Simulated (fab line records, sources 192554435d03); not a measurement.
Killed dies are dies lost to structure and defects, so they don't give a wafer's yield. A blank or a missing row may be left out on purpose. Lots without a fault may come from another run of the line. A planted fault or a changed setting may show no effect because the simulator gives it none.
Chamber matching | flow n5_finfet | N5_MIM_TOP_ETCH_STRIP_01 on rie_diel-03: 4 sister chambers
The step strips in O2. 8 wafers are shown with their chamber, then 7 later ones without.

WAFERS WITH THEIR CHAMBER
wafer  | chamber | drypump_motor_current_A (A) | throttle_valve_pct (%)
L084.1 | 1       | 6.5                         | 16.95
L084.4 | 2       | 5.4                         | 16.53
L084.6 | 0       | 6.0                         | 16.68
L081.2 | 0       | 6.0                         | 16.63
L081.3 | 3       | 5.0                         | 17.02
L081.4 | 2       | 5.4                         | 16.56
L086.2 | 1       | 6.5                         | 16.95
L086.4 | 3       | 4.9                         | 17.02

WAFERS WITHOUT THEIR CHAMBER
wafer  | drypump_motor_current_A (A) | throttle_valve_pct (%)
L086.6 | 5.4                         | 16.48
L091.1 | 6.0                         | 16.62
L091.4 | 5.4                         | 16.52
L091.5 | 6.0                         | 16.67
L097.1 | 6.0                         | 16.66
L097.4 | 5.4                         | 16.51
L097.6 | 4.9                         | 17.11

WHICH CHAMBER EACH WENT THROUGH
wafer  | from the rows above | in truth
L086.6 | 2                   | 2
L091.1 | 0                   | 0
L091.4 | 2                   | 2
L091.5 | 0                   | 0
L097.1 | 0                   | 0
L097.4 | 2                   | 2
L097.6 | 3                   | 3
Placed correctly: 7 of 7. Can't be placed from these rows: 0. Placed wrongly: 0.
How it was worked out, from the rows above alone: a wafer's distance from a chamber is the root of the sum, over the readings, of the square of ((its reading less the chamber's mean) divided by the reading's scatter). The wafer belongs to the nearest chamber; if the next one is less than 2 further off, it can't be placed. A chamber's mean is the mean of its shown wafers. The scatter: the root of (the sum of the squares of (reading less its chamber's mean) over the shown wafers, divided by (wafers less chambers)).
